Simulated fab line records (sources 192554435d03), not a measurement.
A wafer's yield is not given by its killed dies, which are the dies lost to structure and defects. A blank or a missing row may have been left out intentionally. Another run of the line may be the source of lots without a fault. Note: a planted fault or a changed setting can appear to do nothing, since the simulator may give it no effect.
A struck lot beside a sound one :: flow n5 finfet :: 30 steps out of a route of 1938
Sound: these wafers, L644.3, L644.5, L644.6. Struck: wafer L641.5 (left out: L641.1, L641.6 of the same lot, which were not struck); the cause appears at the end.
For every step that has rows: the tool of each side, followed by ch and its chambers, followed by its first start. Under that, the readings that differ: sound wafers :: struck wafers :: difference of the means :: sigmas: that difference in standard deviations of wafers without a fault.
alike: a reading whose means differ by less than 2 such deviations, as well as words and numbers matching on both sides. not compared: withheld readings; readings where some wafer has no value; bounds like >300 that might hide an equal value; numbers whose values overlap and for which the record gives no deviation.
The two part at a step that has a row with sigmas, a row that says differs or no value, or rows on one side only. When numbers do not overlap yet have no deviation, they are printed without sigmas and do not part them. A reading that every wafer of one side lacks parts them only if that side has two wafers or more.

first, 9 steps without rows for these wafers: N5_BEOL_M2_COAT_62 (time 60 s, resist thk 12 nm); N5_BEOL_M2_COAT_73 (time 60 s, resist thk 5 nm); N5_BEOL_M2_COAT_05 (resist thk 30 nm); N5_BEOL_M2_EBR_07; N5_BEOL_M2_SOFTBAKE_06 (time 60 s); N5_BEOL_M2_EXPOSE_08 (exposes mask M2); N5_BEOL_M2_PEB_09 (peb time 60 s); N5_BEOL_M2_DEVELOP_10 (develop time 30 s); N5_BEOL_M2_DESCUM_16 (chemistry O2, time 7 s).
N5_BEOL_M2_ETCH_74: etches underlayer in N2/H2, target depth 6.5 nm, time 5.2 s.
  sound on rie diel-05 ch 0,1,3, day 12 03:23; struck on rie diel-04 ch 1, day 11 03:14
  alike: drypump motor current A, etch rf on time s, h2 flow sccm, n2 flow sccm, oes product au, rf vpp V, showerhead plenum p Torr, throttle valve pct
  not compared: rf hours counter h
then, 16 steps without rows for these wafers: N5_BEOL_M2_ETCH_63 (etches SiARC in CF4, target depth 15.6 nm, time 26 s); N5_BEOL_M2_ETCH_64 (etches SOC in N2/H2, target depth 75 nm, overetch 22.5 nm, time 121.9 s); N5_BEOL_M2_STRIP_65 (strips in N2/H2); N5_BEOL_M2_STRIP_75 (strips in N2/H2); N5_BEOL_M2_STRIP_66 (strips in CF4); N5_BEOL_M2_HM_OPEN_17 (chemistry Cl2/BCl3, target TiN, target depth 20 nm, overetch 6 nm); N5_BEOL_M2_STRIP_19 (strips in O2); N5_BEOL_M2_COAT_67 (time 60 s, resist thk 60 nm); N5_BEOL_M2_COAT_68 (time 60 s, resist thk 12 nm); N5_BEOL_M2_COAT_76 (time 60 s, resist thk 5 nm); N5_BEOL_M2_COAT_22 (resist thk 30 nm); N5_BEOL_M2_EBR_24; N5_BEOL_M2_SOFTBAKE_23 (time 60 s); N5_BEOL_M2_EXPOSE_25 (exposes mask V1, defocus 5 nm); N5_BEOL_M2_PEB_26 (peb time 60 s); N5_BEOL_M2_DEVELOP_27 (develop time 30 s).
N5_BEOL_M2_INSPECT_30: inspects for defects (brightfield).
  sound: defect inspect-01 at day 12 04:19; struck: defect inspect-01 at day 11 04:02
reading: raw defect count
sound: 497 357 567
struck: 1095
difference: +621
sigmas: +7
then, 1 step without rows for these wafers: N5_BEOL_M2_DESCUM_33 (chemistry O2, time 7 s).
-- the record jumps here: 3 days lie between the struck wafers' starts before and after (it left off in module BEOL_M2 and takes up again in module BEOL_M4, whose first step shown is number 1111 of the route) --
N5_BEOL_M4_RC_MEAS_101:
  sound on prober-01 ch 0, day 14 12:37; struck on prober-01 ch 0, day 14 03:42
  alike: DIBL_N, DIBL_P, IOFF_N, IOFF_P, ION_N, ION_P, SS_N, SS_P, VT_N, VT_P
-- the record jumps here: 5 days lie between the struck wafers' starts before and after (it left off in module BEOL_M4 and takes up again in module PASSIVATION, whose first step shown is number 1936 of the route) --
N5_PASSIVATION_PROBE_49:
  rows exist in the record for the struck wafers here (prober-02, day 18 21:10), but not for the sound ones

== WHERE THEY PART ==
At N5_BEOL_M2_INSPECT_30 first; at N5_PASSIVATION_PROBE_49 last (within this record only).

WHY: what had been put in by the simulator
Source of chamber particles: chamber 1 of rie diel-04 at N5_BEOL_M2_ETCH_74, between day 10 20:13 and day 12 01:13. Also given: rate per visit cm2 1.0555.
